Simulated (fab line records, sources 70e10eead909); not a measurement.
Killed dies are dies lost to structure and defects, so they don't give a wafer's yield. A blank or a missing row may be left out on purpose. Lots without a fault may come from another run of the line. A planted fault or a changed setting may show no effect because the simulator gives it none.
fab line records | flow nand_harc
record lots=7 wafers=21 last_day=25
route steps=1159 shown A_SOURCE_PLATE@418 A_ONON_D1@424 END@1159
lots that met no fault: from a run of the same line without faults
start_h: hours from the record's first day to the start of the lot's first wafer shown | wait_h: hours since the lot's step before | " the same as in the row above | L1.1+2: a row that stands for several wafers | - no value, or no start given | * or withheld: withheld | < > ~ a bound
route shown NAME@n: a module of which the file shows steps, and the number in the route of the first | usual: mean/standard deviation of fault-free wafers | same: alike in all rows | chamber/n: place in a boat | sites: the reading at each site | _std_site: their standard deviation | _edge_site: outer sites' mean less inner sites' | radius_mm: how far each site lies from the wafer's centre | mask NAME#n: copy n | behind: the tool/chamber that last shaped the wafer | hold: why the lot was held/for how many hours/how that ended | device: the transistor (n, p or np) that didn't switch | end of line: the same wafers' tests at the end of the route | a step without rows: its recipe alone | killed: dies lost to structure and defects at the first sort, not the wafer's yield | map: a wafer's dies, x killed, . not, _ none there
set.NAME: the setting as run; set.NAME@STEP: as run at that earlier step | model.NAME: the simulator's own value behind a step, which no gauge read
lots at some steps of the route; a table a step, a row a wafer
services: from which hour (start_h, from the record's first day; less than 0 if before it) a tool's chamber was out of use, for how many hours, and why
## steps
# step NHARC_A_SOURCE_PLATE_CVD_03
# recipe target_thk_a=2000 temp_c=620 pressure_mtorr=200 time_s=4000 material=poly-Si
# step NHARC_A_SOURCE_PLATE_ANNEAL_05
# recipe temp_c=850 time_s=1800
# step NHARC_A_SOURCE_PLATE_THK_MEAS_06
# recipe thk_meas_gauge=ellipsometry
# usual thk_nm=199.5/2
# columns lot.wafer tool chamber start_h wait_h thk_nm
L661.2 film_metro-01 - 152.70 0.4 198.4
L661.5 " - " " 197.5
L661.6 " - " " 198.1
L662.2 film_metro-01 - 164.83 0.4 203.0
L662.3 " - " " 201.1
L662.6 " - " " 203.0
L675.1 film_metro-01 - 233.05 0.4 199.5
L675.3 " - " " 197.3
L675.6 " - " " 196.6
L672.1 film_metro-02 - 240.68 0.4 199.0
L672.2 " - " " 200.1
L672.4 " - " " 198.5
L676.2 film_metro-01 - 251.59 0.4 203.7
L676.3 " - " " 198.8
L676.4 " - " " 199.1
L683.3 film_metro-02 - 282.91 0.4 197.2
L683.5 " - " " 197.8
L683.6 " - " " 198.4
L684.1 film_metro-01 - 299.08 0.4 199.6
L684.5 " - " " 199.3
L684.6 " - " " 199.5
# step NHARC_A_SOURCE_PLATE_INSPECT_08
# usual raw_defect_count=53/19
# columns lot.wafer tool chamber start_h wait_h raw_defect_count
L661.2 defect_inspect-02 - 152.76 0.0 83
L661.5 " - " " 25
L661.6 " - " " 36
L662.2 defect_inspect-01 - 164.90 0.0 48
L662.3 " - " " 39
L662.6 " - " " 56
L675.1 defect_inspect-01 - 233.12 0.0 54
L675.3 " - " " 68
L675.6 " - " " 52
L672.1 defect_inspect-02 - 240.78 0.0 47
L672.2 " - " " 43
L672.4 " - " " 33
L676.2 defect_inspect-02 - 251.65 0.0 53
L676.3 " - " " 58
L676.4 " - " " 56
L683.3 defect_inspect-02 - 282.97 0.0 47
L683.5 " - " " 34
L683.6 " - " " 46
L684.1 defect_inspect-02 - 299.14 0.0 49
L684.5 " - " " 63
L684.6 " - " " 56
# step NHARC_A_ONON_D1_DEP_00
# recipe target_thk_a=10000 n2_flow_sccm=2750 n2o_flow_sccm=2000 nh3_flow_sccm=500 sih4_flow_sccm=210 temp_c=400
# step NHARC_A_ONON_D1_THK_MEAS_02
# recipe thk_meas_gauge=ellipsometry
# usual thk_nm=997/8.2
# columns lot.wafer tool chamber start_h wait_h thk_nm
L661.2 film_metro-02 - 153.34 - 992
L661.5 " - " " 993
L661.6 " - " " 994
L662.2 film_metro-02 - 165.47 - 1008
L662.3 " - " " 1009
L662.6 " - " " 1008
L675.1 film_metro-01 - 233.69 - 999
L675.3 " - " " 999
L675.6 " - " " 998
L672.1 film_metro-02 - 241.37 - 1005
L672.2 " - " " 1005
L672.4 " - " " 1006
L676.2 film_metro-02 - 252.22 - 1006
L676.3 " - " " 1006
L676.4 " - " " 1008
L683.3 film_metro-02 - 283.56 - 984
L683.5 " - " " 984
L683.6 " - " " 986
L684.1 film_metro-02 - 299.72 - 987
L684.5 " - " " 987
L684.6 " - " " 986
# step NHARC_A_ONON_D1_DEP_03
# recipe target_thk_a=10000 n2_flow_sccm=2750 n2o_flow_sccm=2000 nh3_flow_sccm=500 sih4_flow_sccm=210 temp_c=400
# step NHARC_A_ONON_D1_THK_MEAS_05
# recipe thk_meas_gauge=ellipsometry
# usual thk_nm=1000/7.8
# columns lot.wafer tool chamber start_h wait_h thk_nm
L661.2 film_metro-02 - 153.90 - 990
L661.5 " - " " 990
L661.6 " - " " 991
L662.2 film_metro-01 - 166.04 - 1009
L662.3 " - " " 1008
L662.6 " - " " 1009
L675.1 film_metro-01 - 234.26 - 996
L675.3 " - " " 993
L675.6 " - " " 995
L672.1 film_metro-02 - 241.93 - 1000
L672.2 " - " " 1001
L672.4 " - " " 1000
L676.2 film_metro-01 - 252.79 - 991
L676.3 " - " " 993
L676.4 " - " " 994
L683.3 film_metro-02 - 284.12 - 1005
L683.5 " - " " 1007
L683.6 " - " " 1006
L684.1 film_metro-02 - 300.28 - 997
L684.5 " - " " 996
L684.6 " - " " 996
# step NHARC_A_ONON_D1_DEP_06
# recipe target_thk_a=10000 n2_flow_sccm=2750 n2o_flow_sccm=2000 nh3_flow_sccm=500 sih4_flow_sccm=210 temp_c=400
# step NHARC_A_ONON_D1_THK_MEAS_08
# recipe thk_meas_gauge=ellipsometry
# usual thk_nm=1000/11
# columns lot.wafer tool chamber start_h wait_h thk_nm
L661.2 film_metro-01 - 154.46 - 1006
L661.5 " - " " 1005
L661.6 " - " " 1005
L662.2 film_metro-02 - 166.61 - 1010
L662.3 " - " " 1011
L662.6 " - " " 1011
L675.1 film_metro-01 - 234.82 - 980
L675.3 " - " " 983
L675.6 " - " " 982
L672.1 film_metro-01 - 242.50 - 1007
L672.2 " - " " 1006
L672.4 " - " " 1005
L676.2 film_metro-01 - 253.36 - 999
L676.3 " - " " 999
L676.4 " - " " 996
L683.3 film_metro-01 - 284.69 - 1002
L683.5 " - " " 1001
L683.6 " - " " 1002
L684.1 film_metro-02 - 300.85 - 993
L684.5 " - " " 995
L684.6 " - " " 994
# step NHARC_A_ONON_D1_DEP_09
# recipe target_thk_a=10000 n2_flow_sccm=2750 n2o_flow_sccm=2000 nh3_flow_sccm=500 sih4_flow_sccm=210 temp_c=400
# usual nh3_flow_sccm=499.7/1.5 sih4_flow_sccm=210.1/0.65
# columns lot.wafer tool chamber start_h wait_h nh3_flow_sccm sih4_flow_sccm
L661.2 pecvd_onon-02 0 154.58 0.1 499.2 210.2
L661.5 " 0 " " 499.7 209.2
L661.6 " 0 " " 499.8 211.9
L662.2 pecvd_onon-03 0 166.72 0.1 499.6 210.7
L662.3 " 0 " " 500.5 209.9
L662.6 " 0 " " 497.8 209.9
L675.1 pecvd_onon-02 0 234.88 0.1 499.4 209.8
L675.3 " 0 " " 499.6 209.1
L675.6 " 0 " " 498.7 209.0
L672.1 pecvd_onon-02 0 242.56 0.1 499.0 209.8
L672.2 " 0 " " 500.1 210.0
L672.4 " 0 " " 501.9 210.9
L676.2 pecvd_onon-02 0 253.47 0.1 499.5 211.4
L676.3 " 0 " " 500.0 210.4
L676.4 " 0 " " 500.4 210.0
L683.3 pecvd_onon-03 0 284.86 0.2 499.9 210.6
L683.5 " 0 " " 501.9 210.2
L683.6 " 0 " " 500.4 209.8
L684.1 pecvd_onon-01 0 300.90 0.1 499.4 210.2
L684.5 " 0 " " 499.0 209.5
L684.6 " 0 " " 498.4 210.1
# step NHARC_A_ONON_D1_THK_MEAS_11
# recipe thk_meas_gauge=ellipsometry
# usual thk_nm=1003/9.6
# columns lot.wafer tool chamber start_h wait_h thk_nm
L661.2 film_metro-02 - 155.04 - 1002
L661.5 " - " " 1002
L661.6 " - " " 1002
L662.2 film_metro-02 - 167.17 - 989
L662.3 " - " " 991
L662.6 " - " " 989
L675.1 film_metro-02 - 235.40 - 706
L675.3 " - " " 1008
L675.6 " - " " 1006
L672.1 film_metro-01 - 243.07 - 703
L672.2 " - " " 702
L672.4 " - " " 1000
L676.2 film_metro-02 - 253.93 - 711
L676.3 " - " " 1009
L676.4 " - " " 1009
L683.3 film_metro-01 - 285.26 - 1006
L683.5 " - " " 1005
L683.6 " - " " 1004
L684.1 film_metro-02 - 301.41 - 1006
L684.5 " - " " 1005
L684.6 " - " " 1005
# step NHARC_A_ONON_D1_DEP_12
# recipe target_thk_a=10000 n2_flow_sccm=2750 n2o_flow_sccm=2000 nh3_flow_sccm=500 sih4_flow_sccm=210 temp_c=400
# step NHARC_END_SORT_01
# recipe temp_c=25
# usual killed_at_array=25/9.2 killed_at_other=0.8/1.2 killed_at_periphery=3.9/2.6 killed_dies=30/9.7 killed_open=3.4/1.9 killed_short=2.0/1.4
# same gross_dies=677
# columns lot.wafer tool chamber start_h wait_h killed_at_array killed_at_other killed_at_periphery killed_dies killed_open killed_short
L675.1 prober-01 0 507.45 2.5 674 0 3 677 5 4
L672.1 prober-02 0 517.48 2.5 676 1 0 677 2 4
L672.2 prober-02 0 518.30 2.8 676 1 0 677 3 3
L672.4 prober-02 0 519.92 3.4 47 2 2 51 3 6
L676.2 prober-02 0 536.94 2.8 669 3 5 677 3 1
L676.3 prober-02 0 537.73 3.1 29 0 0 29 2 3
L676.4 prober-02 0 538.52 3.4 49 3 1 53 5 1
L684.1 prober-02 0 590.85 2.5 12 1 4 17 7 0
L684.5 prober-02 0 594.02 3.7 12 1 1 14 5 2
L684.6 prober-02 0 594.81 4.0 13 0 0 13 4 1
# killed by level:class
L675.1 A_ONON_D1:area_dep=652 A_SLIT:chamber_film_flake=5 A_STAIRCASE:chamber_film_flake=4 A_CHANNEL_HOLE_D1:chamber_film_flake=3 A_WL_FILL:chamber_film_flake=3 P_M0:geometric_particle:open=2 A_WL_FILL:geometric_particle:short=2 A_CHANNEL_HOLE_D1:geometric_particle:open=1
L672.1 A_ONON_D1:area_dep=644 A_SLIT:chamber_film_flake=13 A_CHANNEL_HOLE_D1:chamber_film_flake=10 A_STAIRCASE:chamber_film_flake=2 A_ONON_D1:geometric_particle:open=1 A_ONON_D1:geometric_particle:short=1 A_CHANNEL_HOLE_D1:geometric_particle:short=1 A_M0:geometric_particle:open=1
L672.2 A_ONON_D1:area_dep=635 A_CHANNEL_HOLE_D1:chamber_film_flake=18 A_SLIT:chamber_film_flake=9 A_CONTACT:chamber_film_flake=4 A_WL_FILL:chamber_film_flake=3 A_ONON_D1:geometric_particle:short=1 A_ONON_D1:geometric_particle:open=1 A_CHANNEL_HOLE_D1:geometric_particle:short=1
L672.4 A_SLIT:chamber_film_flake=17 A_CHANNEL_HOLE_D1:chamber_film_flake=14 A_CONTACT:chamber_film_flake=6 A_WL_FILL:geometric_particle:short=3 A_M0:geometric_particle:short=2 HYBRID_BOND:chamber_film_flake=2 A_SGD_CUT:geometric_particle:short=1 A_CONTACT:geometric_particle:open=1
L676.2 A_ONON_D1:area_dep=625 A_CHANNEL_HOLE_D1:chamber_film_flake=21 A_SLIT:chamber_film_flake=10 A_CONTACT:chamber_film_flake=7 THIN_TSV:chamber_film_flake=3 A_CHANNEL_FILL_D1:geometric_particle:open=2 P_GATE:chamber_film_flake=2 P_M1:chamber_film_flake=2
L676.3 A_CHANNEL_HOLE_D1:chamber_film_flake=10 A_SLIT:chamber_film_flake=10 A_CONTACT:chamber_film_flake=4 A_ONON_D1:geometric_particle:short=1 A_CHANNEL_FILL_D1:geometric_particle:open=1 A_CHANNEL_FILL_D1:geometric_particle:short=1 A_BLC:geometric_particle:open=1 A_M0:geometric_particle:short=1
L676.4 A_CHANNEL_HOLE_D1:chamber_film_flake=22 A_SLIT:chamber_film_flake=16 A_CONTACT:chamber_film_flake=5 THIN_TSV:chamber_film_flake=3 P_STI:geometric_particle:short=1 A_ONON_D1:geometric_particle:open=1 A_CHANNEL_HOLE_D1:geometric_particle:open=1 A_CHANNEL_FILL_D1:geometric_particle:open=1
L684.1 A_CHANNEL_HOLE_D1:chamber_film_flake=6 P_CONTACT:geometric_particle:open=2 A_CONTACT:chamber_film_flake=2 P_M0:geometric_particle:open=1 A_ONON_D1:geometric_particle:open=1 A_CHANNEL_FILL_D1:geometric_particle:open=1 A_M0:geometric_particle:open=1 P_M1:chamber_film_flake=1
L684.5 A_CHANNEL_HOLE_D1:chamber_film_flake=4 A_CONTACT:geometric_particle:open=3 A_ONON_D1:geometric_particle:short=1 A_WL_FILL:geometric_particle:open=1 A_M1:geometric_particle:open=1 P_ZERO_WELL:chamber_film_flake=1 STARTING-WAFER:geometric_particle:short=1 A_SLIT:chamber_film_flake=1
L684.6 A_CHANNEL_HOLE_D1:chamber_film_flake=5 A_WL_FILL:chamber_film_flake=2 A_ONON_D1:geometric_particle:open=1 A_CHANNEL_FILL_D1:geometric_particle:short=1 A_WL_FILL:geometric_particle:open=1 A_CONTACT:geometric_particle:open=1 A_M0:geometric_particle:open=1 A_SLIT:chamber_film_flake=1
# map L672.1 (x killed, . not)
____________x____________
_________xxxxxxx_________
_______xxxxxxxxxxx_______
______xxxxxxxxxxxxx______
_____xxxxxxxxxxxxxxx_____
____xxxxxxxxxxxxxxxxx____
____xxxxxxxxxxxxxxxxx____
___xxxxxxxxxxxxxxxxxxx___
___xxxxxxxxxxxxxxxxxxx___
__xxxxxxxxxxxxxxxxxxxxx__
__xxxxxxxxxxxxxxxxxxxxx__
_xxxxxxxxxxxxxxxxxxxxxxx_
_xxxxxxxxxxxxxxxxxxxxxxx_
_xxxxxxxxxxxxxxxxxxxxxxx_
_xxxxxxxxxxxxxxxxxxxxxxx_
_xxxxxxxxxxxxxxxxxxxxxxx_
xxxxxxxxxxxxxxxxxxxxxxxxx
xxxxxxxxxxxxxxxxxxxxxxxxx
xxxxxxxxxxxxxxxxxxxxxxxxx
xxxxxxxxxxxxxxxxxxxxxxxxx
xxxxxxxxxxxxxxxxxxxxxxxxx
_xxxxxxxxxxxxxxxxxxxxxxx_
_xxxxxxxxxxxxxxxxxxxxxxx_
_xxxxxxxxxxxxxxxxxxxxxxx_
_xxxxxxxxxxxxxxxxxxxxxxx_
_xxxxxxxxxxxxxxxxxxxxxxx_
__xxxxxxxxxxxxxxxxxxxxx__
__xxxxxxxxxxxxxxxxxxxxx__
___xxxxxxxxxxxxxxxxxxx___
___xxxxxxxxxxxxxxxxxxx___
____xxxxxxxxxxxxxxxxx____
____xxxxxxxxxxxxxxxxx____
_____xxxxxxxxxxxxxxx_____
______xxxxxxxxxxxxx______
_______xxxxxxxxxxx_______
_________xxxxxxx_________
____________x____________
# map L675.1 (x killed, . not)
____________x____________
_________xxxxxxx_________
_______xxxxxxxxxxx_______
______xxxxxxxxxxxxx______
_____xxxxxxxxxxxxxxx_____
____xxxxxxxxxxxxxxxxx____
____xxxxxxxxxxxxxxxxx____
___xxxxxxxxxxxxxxxxxxx___
___xxxxxxxxxxxxxxxxxxx___
__xxxxxxxxxxxxxxxxxxxxx__
__xxxxxxxxxxxxxxxxxxxxx__
_xxxxxxxxxxxxxxxxxxxxxxx_
_xxxxxxxxxxxxxxxxxxxxxxx_
_xxxxxxxxxxxxxxxxxxxxxxx_
_xxxxxxxxxxxxxxxxxxxxxxx_
_xxxxxxxxxxxxxxxxxxxxxxx_
xxxxxxxxxxxxxxxxxxxxxxxxx
xxxxxxxxxxxxxxxxxxxxxxxxx
xxxxxxxxxxxxxxxxxxxxxxxxx
xxxxxxxxxxxxxxxxxxxxxxxxx
xxxxxxxxxxxxxxxxxxxxxxxxx
_xxxxxxxxxxxxxxxxxxxxxxx_
_xxxxxxxxxxxxxxxxxxxxxxx_
_xxxxxxxxxxxxxxxxxxxxxxx_
_xxxxxxxxxxxxxxxxxxxxxxx_
_xxxxxxxxxxxxxxxxxxxxxxx_
__xxxxxxxxxxxxxxxxxxxxx__
__xxxxxxxxxxxxxxxxxxxxx__
___xxxxxxxxxxxxxxxxxxx___
___xxxxxxxxxxxxxxxxxxx___
____xxxxxxxxxxxxxxxxx____
____xxxxxxxxxxxxxxxxx____
_____xxxxxxxxxxxxxxx_____
______xxxxxxxxxxxxx______
_______xxxxxxxxxxx_______
_________xxxxxxx_________
____________x____________
## services
# columns tool chamber start_h hours kind
pecvd_onon-03 - 153.00 13.0 pm
pecvd_onon-01 - 195.00 13.0 pm
pecvd_onon-02 - 292.10 13.0 pm
## key
first_sign step=NHARC_A_ONON_D1_THK_MEAS_11 reading=thk_nm direction=down sigmas=31 usual=1003 struck=705
effect step=NHARC_END_SORT_01 reading=killed_at_array direction=up sigmas=71 usual=25 struck=674
more_kills_born_at NHARC_A_ONON_D1_DEP_09@pecvd_onon-02=2556
met_at NHARC_A_ONON_D1_DEP_09
struck_wafers L672.1,L672.2,L675.1,L676.2
later_rows_left_out L672.1,L672.2,L675.1,L676.2
tester_left_out L672,L675,L676
onset_between 154.58 234.88
fault kind=process_parameter_drift tool=pecvd_onon-02 chamber=- onset_h=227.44 steps=NHARC_A_ONON_D1_DEP_09 channel=target_thk_a offset=* shape=step end_h=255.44 scope=struck_wafers_only acts_in=* stated=*
# tester_left_out: of these lots the tester's yield and bins aren't shown, on N5 and GAA mostly nor the transistor test; their killed dies are dies lost to structure and defects alone, not to doping, threshold or leakage, so they don't give the yield
# later_rows_left_out: the simulator's readings of these wafers behind a module that went badly wrong aren't trusted and aren't shown, but for the sort
